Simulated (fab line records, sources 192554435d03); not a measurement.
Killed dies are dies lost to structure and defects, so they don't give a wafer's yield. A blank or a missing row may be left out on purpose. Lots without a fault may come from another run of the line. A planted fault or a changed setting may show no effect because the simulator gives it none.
Chamber matching | flow n5_finfet | N5_BEOL_M0_ALD_136 on ald_metal-01: 4 sister chambers
The step deposits TaN, pulse time 2 s, purge time 3 s, co reactant purge time 2 s. 14 wafers are shown with their chamber, then 7 later ones without.

WAFERS WITH THEIR CHAMBER
wafer  | chamber | heater_power_w (W) | mfc_carrier_sccm (sccm) | precursor_vessel_carrier_sccm (sccm)
L074.1 | 2       | 478                | 1506                    | 996
L074.4 | 0       | 474                | 1492                    | 999
L074.6 | 1       | 410                | 1498                    | 1002
L076.3 | 1       | 431                | 1496                    | 997
L076.4 | 3       | 460                | 1502                    | 998
L076.6 | 1       | 423                | 1505                    | 1002
L080.1 | 0       | 470                | 1493                    | 1005
L080.5 | 2       | 470                | 1493                    | 1003
L080.6 | 3       | 465                | 1500                    | 1006
L086.1 | 0       | 468                | 1501                    | 1001
L086.4 | 3       | 449                | 1498                    | 1004
L086.5 | 0       | 472                | 1493                    | 1003
L094.3 | 2       | 494                | 1497                    | 999
L094.5 | 2       | 467                | 1506                    | 998

SIGNATURES (means of the wafers above)
reading                       | chamber 0 | chamber 1 | chamber 2 | chamber 3 | scatter within a chamber
heater_power_w                | 471.00    | 421.33    | 477.25    | 458.00    | 9.04
mfc_carrier_sccm              | 1494.75   | 1499.67   | 1500.50   | 1500.00   | 4.84
precursor_vessel_carrier_sccm | 1002.00   | 1000.33   | 999.00    | 1002.67   | 3.12
Rule: a wafer's distance from a chamber is the root of the sum, over the readings, of the square of ((its reading less the chamber's mean) divided by the reading's scatter). The wafer belongs to the nearest chamber; if the next one is less than 2 further off, it can't be placed. The scatter: the root of (the sum of the squares of (reading less its chamber's mean) over the shown wafers, divided by (wafers less chambers)).

WAFERS WITHOUT THEIR CHAMBER
wafer  | heater_power_w (W) | mfc_carrier_sccm (sccm) | precursor_vessel_carrier_sccm (sccm)
L094.6 | 422                | 1496                    | 1004
L095.1 | 410                | 1496                    | 999
L095.2 | 455                | 1500                    | 997
L095.3 | 468                | 1498                    | 997
L096.1 | 407                | 1500                    | 997
L096.3 | 497                | 1498                    | 999
L096.4 | 461                | 1500                    | 1001

WHICH CHAMBER EACH WENT THROUGH
wafer  | from the rows above          | in truth
L094.6 | 1                            | 1
L095.1 | 1                            | 1
L095.2 | can't be placed: 3 or 2 or 0 | 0
L095.3 | can't be placed: 2 or 0 or 3 | 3
L096.1 | 1                            | 1
L096.3 | can't be placed: 2 or 0      | 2
L096.4 | can't be placed: 3 or 0 or 2 | 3
Placed correctly: 3 of 7. Can't be placed from these rows: 4 (the true chamber is among the candidates in 4). Placed wrongly: 0.
